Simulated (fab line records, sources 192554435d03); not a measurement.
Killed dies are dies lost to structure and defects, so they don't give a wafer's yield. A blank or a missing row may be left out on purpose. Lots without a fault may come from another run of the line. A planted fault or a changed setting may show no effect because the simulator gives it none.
Chamber matching | flow n5_finfet | N5_ZERO_LAYER_ETCH_18 on rie_si-04: 4 sister chambers
The step etches Si in HBr/Cl2, target depth 120 nm, time 40 s. 16 wafers are shown with their chamber, then 8 later ones without.

WAFERS WITH THEIR CHAMBER
wafer  | chamber | throttle_valve_pct (%) | drypump_motor_current_A (A) | oes_product_au (a.u.)
L077.1 | 3       | 36.10                  | 6.0                         | 0.994
L077.5 | 2       | 36.17                  | 5.5                         | 1.016
L077.6 | 3       | 36.11                  | 6.0                         | 0.996
L078.1 | 2       | 36.18                  | 5.5                         | 1.015
L078.3 | 0       | 36.49                  | 5.8                         | 0.999
L078.6 | 2       | 36.17                  | 5.5                         | 1.016
L082.1 | 0       | 36.50                  | 5.8                         | 0.989
L082.2 | 1       | 36.50                  | 5.7                         | 0.990
L082.5 | 1       | 36.51                  | 5.7                         | 0.987
L087.1 | 0       | 36.49                  | 5.8                         | 0.986
L087.2 | 3       | 36.09                  | 6.0                         | 0.986
L087.3 | 2       | 36.16                  | 5.6                         | 1.019
L089.1 | 2       | 36.16                  | 5.6                         | 1.013
L089.2 | 3       | 36.12                  | 6.0                         | 0.995
L089.3 | 1       | 36.50                  | 5.8                         | 0.978
L094.2 | 1       | 36.52                  | 5.8                         | 0.985

SIGNATURES (means of the wafers above)
reading                 | chamber 0 | chamber 1 | chamber 2 | chamber 3 | scatter within a chamber
throttle_valve_pct      | 36.4933   | 36.5075   | 36.1680   | 36.1050   | 0.00967
drypump_motor_current_A | 5.800     | 5.750     | 5.540     | 6.000     | 0.0428
oes_product_au          | 0.99133   | 0.98500   | 1.01580   | 0.99275   | 0.00458
Rule: a wafer's distance from a chamber is the root of the sum, over the readings, of the square of ((its reading less the chamber's mean) divided by the reading's scatter). The wafer belongs to the nearest chamber; if the next one is less than 2 further off, it can't be placed. The scatter: the root of (the sum of the squares of (reading less its chamber's mean) over the shown wafers, divided by (wafers less chambers)).

WAFERS WITHOUT THEIR CHAMBER
wafer  | throttle_valve_pct (%) | drypump_motor_current_A (A) | oes_product_au (a.u.)
L094.3 | 36.17                  | 5.5                         | 1.020
L094.6 | 36.51                  | 5.8                         | 0.980
L095.2 | 36.51                  | 5.8                         | 0.989
L095.3 | 36.11                  | 6.0                         | 0.988
L095.4 | 36.17                  | 5.5                         | 1.018
L097.1 | 36.52                  | 5.8                         | 0.997
L097.2 | 36.10                  | 6.0                         | 0.985
L097.3 | 36.15                  | 5.6                         | 1.018

WHICH CHAMBER EACH WENT THROUGH
wafer  | from the rows above     | in truth
L094.3 | 2                       | 2
L094.6 | can't be placed: 1 or 0 | 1
L095.2 | can't be placed: 1 or 0 | 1
L095.3 | 3                       | 3
L095.4 | 2                       | 2
L097.1 | can't be placed: 0 or 1 | 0
L097.2 | 3                       | 3
L097.3 | 2                       | 2
Placed correctly: 5 of 8. Can't be placed from these rows: 3 (the true chamber is among the candidates in 3). Placed wrongly: 0.
